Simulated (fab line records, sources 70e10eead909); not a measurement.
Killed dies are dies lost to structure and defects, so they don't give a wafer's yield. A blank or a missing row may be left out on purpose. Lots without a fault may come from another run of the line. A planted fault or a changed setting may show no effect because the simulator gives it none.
Chamber matching | flow nand_harc | NHARC_A_STAIRCASE_DEP_156 on pecvd-04: 3 sister chambers
The step deposits SiNx, target thk 50 nm. 18 wafers are shown with their chamber, then 9 later ones without.

WAFERS WITH THEIR CHAMBER
wafer  | chamber | heater_power_w (W)
L074.3 | 2       | 824
L074.5 | 0       | 643
L074.6 | 2       | 841
L075.2 | 2       | 835
L075.5 | 0       | 562
L075.6 | 1       | 782
L084.1 | 0       | 609
L084.2 | 2       | 784
L084.4 | 0       | 617
L087.1 | 2       | 840
L087.2 | 1       | 738
L087.3 | 0       | 566
L089.1 | 1       | 735
L089.2 | 0       | 651
L089.5 | 0       | 660
L088.1 | 1       | 767
L088.2 | 2       | 839
L088.3 | 0       | 676

SIGNATURES (means of the wafers above)
reading        | chamber 0 | chamber 1 | chamber 2 | scatter within a chamber
heater_power_w | 623.00    | 755.50    | 827.17    | 33.2
Rule: a wafer's distance from a chamber is the root of the sum, over the readings, of the square of ((its reading less the chamber's mean) divided by the reading's scatter). The wafer belongs to the nearest chamber; if the next one is less than 2 further off, it can't be placed. The scatter: the root of (the sum of the squares of (reading less its chamber's mean) over the shown wafers, divided by (wafers less chambers)).

WAFERS WITHOUT THEIR CHAMBER
wafer  | heater_power_w (W)
L091.1 | 794
L091.3 | 742
L091.5 | 563
L092.1 | 715
L092.4 | 634
L092.6 | 830
L094.3 | 632
L094.4 | 645
L094.6 | 665

WHICH CHAMBER EACH WENT THROUGH
wafer  | from the rows above     | in truth
L091.1 | can't be placed: 2 or 1 | 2
L091.3 | 1                       | 1
L091.5 | 0                       | 0
L092.1 | can't be placed: 1 or 0 | 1
L092.4 | 0                       | 0
L092.6 | 2                       | 2
L094.3 | 0                       | 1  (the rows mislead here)
L094.4 | 0                       | 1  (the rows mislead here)
L094.6 | can't be placed: 0 or 1 | 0
Placed correctly: 4 of 9. Can't be placed from these rows: 3 (the true chamber is among the candidates in 3). Placed wrongly: 2.
